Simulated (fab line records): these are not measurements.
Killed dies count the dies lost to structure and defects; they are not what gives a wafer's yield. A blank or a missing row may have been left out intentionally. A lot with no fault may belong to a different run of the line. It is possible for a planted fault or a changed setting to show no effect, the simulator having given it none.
Which of the tools did it? + flow n5_finfet + Sampling: 10 lots, 30 wafers, 3 of 1938 route steps

== WHAT THE GAUGES READ, wafer by wafer ==
N5_BEOL_M7_OVL_MEAS_12.
| lot  | measured     | on         | M7_OVL (nm)    |
|------|--------------|------------|----------------|
| L300 | day 8 22:27  | overlay-01 | 0.0 0.2 0.0    |
| L299 | day 9 05:00  | overlay-02 | 1.2 1.4 0.4    |
| L301 | day 9 08:05  | overlay-01 | 0.4 1.2 0.8    |
| L303 | day 9 19:46  | overlay-01 | 0.3 -1.1 -0.5  |
| L307 | day 11 02:47 | overlay-01 | -0.4 0.2 -0.5  |
| L308 | day 11 12:41 | overlay-01 | -0.7 -0.5 -0.3 |
| L309 | day 11 21:58 | overlay-02 | 0.3 0.0 0.6    |
| L320 | day 14 08:59 | overlay-02 | 0.8 0.5 0.6    |
| L319 | day 14 13:14 | overlay-02 | 0.0 -0.3 -1.4  |
| L321 | day 15 05:19 | overlay-01 | -0.3 0.7 0.5   |

== WHAT TOOL EACH LOT RAN ON (gives the tool, then ch and the chambers of the sampled wafers, and finally the start) ==
| lot  | N5_BEOL_M6_CMP_52             | N5_BEOL_M7_COAT_05                |
|------|-------------------------------|-----------------------------------|
| L300 | cmp-02 ch 0,3, day 8 19:38    | litho_track-04 ch 0, day 8 22:03  |
| L299 | cmp-02 ch 0,1, day 9 02:28    | litho_track-02 ch 0, day 9 04:37  |
| L301 | cmp-02 ch 0,3, day 9 05:26    | litho_track-02 ch 0, day 9 07:40  |
| L303 | cmp-04 ch 0,1,2, day 9 16:41  | litho_track-05 ch 0, day 9 19:22  |
| L307 | cmp-01 ch 0,3, day 10 23:43   | litho_track-05 ch 0, day 11 02:31 |
| L308 | cmp-02 ch 2,3, day 11 09:30   | litho_track-05 ch 0, day 11 12:25 |
| L309 | cmp-04 ch 1,2,3, day 11 19:23 | litho_track-05 ch 0, day 11 21:34 |
| L320 | cmp-01 ch 0,1,3, day 14 06:31 | litho_track-02 ch 0, day 14 08:35 |
| L319 | cmp-01 ch 0,1,2, day 14 07:56 | litho_track-02 ch 0, day 14 12:50 |
| L321 | cmp-04 ch 0,1,2, day 14 23:56 | litho_track-05 ch 0, day 15 04:55 |
- N5_BEOL_M6_CMP_52: polishes, stops on SiCOH lowk, t overpolish 6.9 s, target thk 80 nm.
- N5_BEOL_M7_COAT_05: resist thk 90 nm.

== THE ANSWER, worked out from the rows above alone ==
Rule: the lots themselves supply what counts as usual. The widest of any qualifying gaps counts: lots, ordered by their means at a reading, are off when they make up no more than a third of the lots, leave a main group of 4 or more, and stand apart from it by 3 or more times the standard deviation of that group's means. Not used: any main group whose means are identical at the precision the tables above print for the reading. A lot without any number at a reading at which 4 lots or more have one is off too. All remaining lots with rows at the step are treated as sound.
No lot is off on any of the readings shown, so nothing can be concluded from this.

== WHAT THE SIMULATOR HAD PUT IN ==
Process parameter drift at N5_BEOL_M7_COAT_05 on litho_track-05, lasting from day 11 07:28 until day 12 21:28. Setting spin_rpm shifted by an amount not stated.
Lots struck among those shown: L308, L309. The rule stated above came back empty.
